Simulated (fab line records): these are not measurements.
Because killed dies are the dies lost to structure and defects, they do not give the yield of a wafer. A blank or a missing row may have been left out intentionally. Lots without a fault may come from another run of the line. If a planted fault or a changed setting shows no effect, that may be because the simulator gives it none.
The tool behind it: which one? | flow nand-harc | Sampling: 7 lots, 21 wafers, 4 of 1302 route steps

WHAT EACH GAUGE READ, for each wafer
NHARC_P_M2_THK_MEAS_24: measures by xrf.
lot  | measured     | on            | thk-nm (nm)
L389 | day 7 02:05  | film-metro-01 | 143.4 143.7 143.7
L393 | day 8 12:38  | film-metro-02 | 142.7 143.3 145.1
L396 | day 9 23:36  | film-metro-01 | 145.4 144.9 143.3
L403 | day 12 16:35 | film-metro-01 | 396.6 401.0 392.9 394.9 402.5 391.7
L405 | day 13 14:44 | film-metro-02 | 398.8 403.1 392.6 398.8 402.7 392.1
L409 | day 15 01:14 | film-metro-02 | 143.0 142.9 144.9
L411 | day 16 03:11 | film-metro-02 | 142.3 143.7 144.1

WHICH TOOL RAN EACH LOT (tool, then ch and the chambers of the sampled wafers, then the start)
lot  | NHARC_P_M2_ETCH_15                            | NHARC_P_M2_ANNEAL_31             | NHARC_P_M2_CMP_23
L389 | rie-diel-06 ch 1,2, day 6 23:57 or earlier    | rtp-anneal-01 ch 0, day 7 01:25  | cmp-03 ch 0,3, day 7 01:46
L393 | rie-diel-06 ch 1,2, day 8 10:20               | rtp-anneal-01 ch 0, day 8 12:01  | cmp-03 ch 0,1,3, day 8 12:19
L396 | rie-diel-07 ch 1,2, day 9 21:28 or earlier    | rtp-anneal-01 ch 0, day 9 22:55  | cmp-03 ch 1,2, day 9 23:18
L403 | rie-diel-07 ch 0,1,2, day 12 14:28 or earlier | rtp-anneal-01 ch 0, day 12 15:58 | cmp-02 ch 1,2, day 12 16:16
L405 | rie-diel-06 ch 0,1,3, day 13 12:38 or earlier | rtp-anneal-01 ch 0, day 13 14:08 | cmp-03 ch 0,2,3, day 13 14:27
L409 | rie-diel-06 ch 1,2,3, day 14 23:06 or earlier | rtp-anneal-02 ch 0, day 15 00:35 | cmp-02 ch 0,1,3, day 15 00:56
L411 | rie-diel-06 ch 0,1, day 16 01:01 or earlier   | rtp-anneal-01 ch 0, day 16 02:34 | cmp-03 ch 1,2,3, day 16 02:54
- NHARC_P_M2_ETCH_15: etches the open film in C4F8/Ar, target depth 182.5 nm, time 91.2 s.
- NHARC_P_M2_ANNEAL_31: time 90 s.
- NHARC_P_M2_CMP_23: polishes, t overpolish 20 s, target thk 144.3 nm.

THE ANSWER, worked out from the rows above alone
Rule: what is usual is taken from the lots themselves. The widest of any qualifying gaps counts: lots, ordered by their means at a reading, are off when they make up no more than a third of the lots, leave a main group of 4 or more, and stand apart from it by 3 or more times the standard deviation of that group's means. The tables above print the reading to a certain number of digits; a main group whose means all agree to those digits is not used. Also off: a lot with no number at a reading for which 4 or more lots have one. All remaining lots with rows at the step are treated as sound.
Off, at NHARC_P_M2_THK_MEAS_24 on thk-nm: L403, L405. The main group: mean 143.8 nm, standard deviation 0.4.
If a tool, at a process step before that reading, ran all the lots that are off and no sound lot after the first of them, it fits. Those tools and the gauges at NHARC_P_M2_THK_MEAS_24 are tried in the same way. With no start given for some of its lots, NHARC_P_M2_ETCH_15 uses the hours and lot order of NHARC_P_M2_CD_MEAS_16. Not one of the candidates tried fits.

WHAT THE SIMULATOR HAD PUT IN
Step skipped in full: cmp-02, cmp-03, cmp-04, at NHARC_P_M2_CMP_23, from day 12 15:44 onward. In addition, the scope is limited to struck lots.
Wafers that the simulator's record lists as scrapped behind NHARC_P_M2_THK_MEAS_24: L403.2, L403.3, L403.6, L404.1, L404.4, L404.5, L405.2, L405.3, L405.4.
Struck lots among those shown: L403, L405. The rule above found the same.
